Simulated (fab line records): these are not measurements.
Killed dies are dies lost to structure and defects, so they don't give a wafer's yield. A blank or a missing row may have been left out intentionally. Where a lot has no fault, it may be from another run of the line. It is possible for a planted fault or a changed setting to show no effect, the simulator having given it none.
A lot that was struck, set against a sound lot || flow n5_finfet || 6 out of 1938 route steps
Sound: the wafers L473.2, L473.4, L473.6. Struck: wafer L479.4; the same lot's L479.3 was not struck, so it is left out; see the end for the cause.
Order at every step that has rows: each side's tool, ch and its chambers, its first start. Under that, the readings that differ: sound wafers || struck wafers || difference of the means || sigmas: that difference in standard deviations of wafers without a fault.
alike: words and numbers the same on both sides, and readings whose means are apart by under 2 such deviations; not compared: readings that were withheld, readings missing a value for some wafer, numbers with overlapping values and no deviation given by the record, and bounds like >300 which may hide the same value.
The two part at a step that has a row with sigmas, a row that says differs or no value, or rows on one side only. Numbers that don't overlap but have no deviation are shown without sigmas and don't part them. A reading missing from all wafers of one side parts the sides only when that side holds two or more wafers.

N5_START_INSPECT_01: inspects for defects (unpatterned scan).
  sound on defect_inspect-01, day 4 00:02; struck on defect_inspect-01, day 5 12:02
  alike: raw_defect_count
then, 2 steps without rows for these wafers: N5_ZERO_LAYER_PRECLEAN_00 (cleans in SPM, time 600 s); N5_ZERO_LAYER_SRD_01 (time 30 s, dry time 30 s).
N5_ZERO_LAYER_PECVD_02: deposits SiO2 from SiH4/N2O, target thk 10 nm, time 6 s.
  sound on pecvd-01 ch 1,2, day 4 00:17; struck on pecvd-01 ch 1, day 5 12:29
{"reading": "model.SiO2_of_ZERO_LAYER_PECVD_02.thk_nm (nm)", "sound": "9.896 10.04 9.848", "struck": 13.6, "difference": "+3.7", "sigmas": ""}
  alike: heater_power_outer_w, heater_power_w, showerhead_plenum_p_Torr
then, 1 step without rows for these wafers: N5_ZERO_LAYER_HMDS_04 (time 60 s).
-- here the record skips 14 days between the struck wafers' starts before and after, leaving off in module ZERO_LAYER and picking up in module PASSIVATION (first step shown: number 1936 of the route) --
N5_PASSIVATION_PROBE_49:
  sound on prober-01, day 18 03:04; struck on prober-01, day 19 10:22
{"reading": "killed_at_M0_to_M3", "sound": "53 37 40", "struck": 18, "difference": -25, "sigmas": -3}
{"reading": "killed_at_front_end", "sound": "27 33 28", "struck": 50, "difference": "+21", "sigmas": "+2"}
{"reading": "killed_at_other", "sound": "2 0 5", "struck": 8, "difference": "+6", "sigmas": "+2"}
  alike: killed_at_M4_up, killed_at_contacts, killed_dies, killed_open, killed_short

== WHERE THEY PART ==
At N5_PASSIVATION_PROBE_49 and nowhere else, as far as this record goes.

WHY: the cause the simulator had injected
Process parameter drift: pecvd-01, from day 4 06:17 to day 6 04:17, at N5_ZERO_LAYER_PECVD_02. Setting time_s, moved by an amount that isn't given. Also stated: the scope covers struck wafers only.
